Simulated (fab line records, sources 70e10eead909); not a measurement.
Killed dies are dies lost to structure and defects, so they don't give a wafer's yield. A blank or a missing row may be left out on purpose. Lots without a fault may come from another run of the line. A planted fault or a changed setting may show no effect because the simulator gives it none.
A struck lot beside a sound one | flow nand_harc | 15 steps out of a route of 1302
Sound: wafers L295.2, L295.4, L295.5. Struck: wafers L306.2, L306.6. (L306.1 of the same lot was not struck and is left out.) The cause comes at the end.
At each step with rows: each side's tool, then ch and its chambers, then its first start. Under that, the readings that differ: sound wafers | struck wafers | difference of the means | sigmas: that difference in standard deviations of wafers without a fault.
alike: readings whose means differ by less than 2 such deviations, and words and numbers that are the same on both sides. not compared: withheld readings, readings that some wafer has no value for, bounds like >300 that may hide the same value, and numbers for which the record gives no deviation and whose values overlap.
The two part at a step that has a row with sigmas, a row that says differs or no value, or rows on one side only. Numbers that don't overlap but have no deviation are shown without sigmas and don't part them. A reading that every wafer of one side lacks parts them only if that side has two wafers or more.

NHARC_A_CHANNEL_FILL_D1_ALD_16: deposits SiO2, target thk 1.5 nm, pulse time 10 s, ald cycles 15.
  sound on ald_hk-01 ch 0,1,2, day 9 12:34; struck on ald_hk-01 ch 3, day 14 09:08
  alike: heater_power_w, precursor_pulse_height_rel, susceptor_temp_C
then, 2 steps without rows for these wafers: NHARC_A_CHANNEL_FILL_D1_ANNEAL_17 (time 1800 s); NHARC_A_CHANNEL_FILL_D1_CVD_18 (deposits poly-Si, target thk 3 nm).
NHARC_A_CHANNEL_FILL_D1_ETCHBACK_19: etches the open film in HBr/Cl2, target depth 5 nm, time 1.7 s.
  sound on rie_si-03 ch 2,3, day 10 00:14; struck on rie_si-01 ch 1,2, day 14 21:08
  alike: drypump_motor_current_A, hbr_flow_sccm, mfc_cl2_sccm, oes_product_au, throttle_valve_pct
  not compared: rf_hours_counter_h
NHARC_A_CHANNEL_FILL_D1_ETCHBACK_20: etches the open film in C4F8/O2/Ar, target depth 27 nm, time 13.5 s.
  sound on rie_diel-09 ch 0,1,3, day 10 00:23; struck on rie_diel-04 ch 1, day 14 21:15
  alike: oes_product_au, rf_vpp_V, run_length_s
  not compared: rf_hours_counter_h
then, 5 steps without rows for these wafers: NHARC_A_CHANNEL_FILL_D1_STRIP_28 (strips in O2, time 20 s); NHARC_A_CHANNEL_FILL_D1_PRECLEAN_21 (cleans in dHF, time 30 s); NHARC_A_CHANNEL_FILL_D1_SRD_23; NHARC_A_CHANNEL_FILL_D1_CVD_05 (deposits poly-Si, target thk 5 nm); NHARC_A_CHANNEL_FILL_D1_ANNEAL_22 (time 7200 s).
NHARC_A_CHANNEL_FILL_D1_THK_MEAS_06: measures by ellipsometry.
  sound on film_metro-01, day 10 11:39; struck on film_metro-02, day 15 09:05
  alike: thk_nm
NHARC_A_CHANNEL_FILL_D1_ALD_25: deposits SiOx, target thk 60 nm, pulse time 10 s, ald cycles 600.
  sound on ald_hk-03 ch 2,3, day 10 14:51; struck on ald_hk-03 ch 0,1, day 15 11:10
  alike: heater_power_w, precursor_pulse_height_rel, susceptor_temp_C
NHARC_A_CHANNEL_FILL_D1_ETCHBACK_08: etches the open film in C4F8, target depth 220 nm, time 110 s.
  sound on rie_diel-02 ch 0,1,2, day 10 19:47; struck on rie_diel-04 ch 2, day 15 15:27
  reading               | sound             | struck      | difference | sigmas
  oes_product_au (a.u.) | 1.00 1.00 0.99    | 0.92 0.93   | -0.07      | -2
  run_length_s (s)      | 131.5 131.0 131.8 | 138.0 138.0 | +6.6       | +16
  alike: rf_vpp_V
  not compared: rf_hours_counter_h
NHARC_A_CHANNEL_FILL_D1_STRIP_29: strips in O2, time 20 s.
  sound on rie_diel-02 ch 0,2, day 10 19:58; struck on rie_diel-04 ch 0,2
  alike: drypump_motor_current_A, oes_product_au, rf_vpp_V, showerhead_plenum_p_Torr, throttle_valve_pct
  not compared: rf_hours_counter_h
-- the record jumps here: 14 days lie between the struck wafers' starts before and after (it left off in module A_CHANNEL_FILL_D1 and takes up again in module END, whose first step shown is number 1302 of the route) --
NHARC_END_SORT_01:
  sound on prober-02 ch 0, day 25 10:24; struck on prober-01 ch 0, day 29 09:10
  alike: killed_at_array, killed_at_other, killed_at_periphery, killed_dies, killed_open, killed_short

WHERE THEY PART
Only at NHARC_A_CHANNEL_FILL_D1_ETCHBACK_08, within this record. Later steps at which nothing parts them and some readings are alike: NHARC_A_CHANNEL_FILL_D1_STRIP_29, NHARC_END_SORT_01.

WHY: what the simulator had put in
Process parameter drift: rie_diel-04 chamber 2, from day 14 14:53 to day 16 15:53, at NHARC_A_CHANNEL_FILL_D1_ETCHBACK_08. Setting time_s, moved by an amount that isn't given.
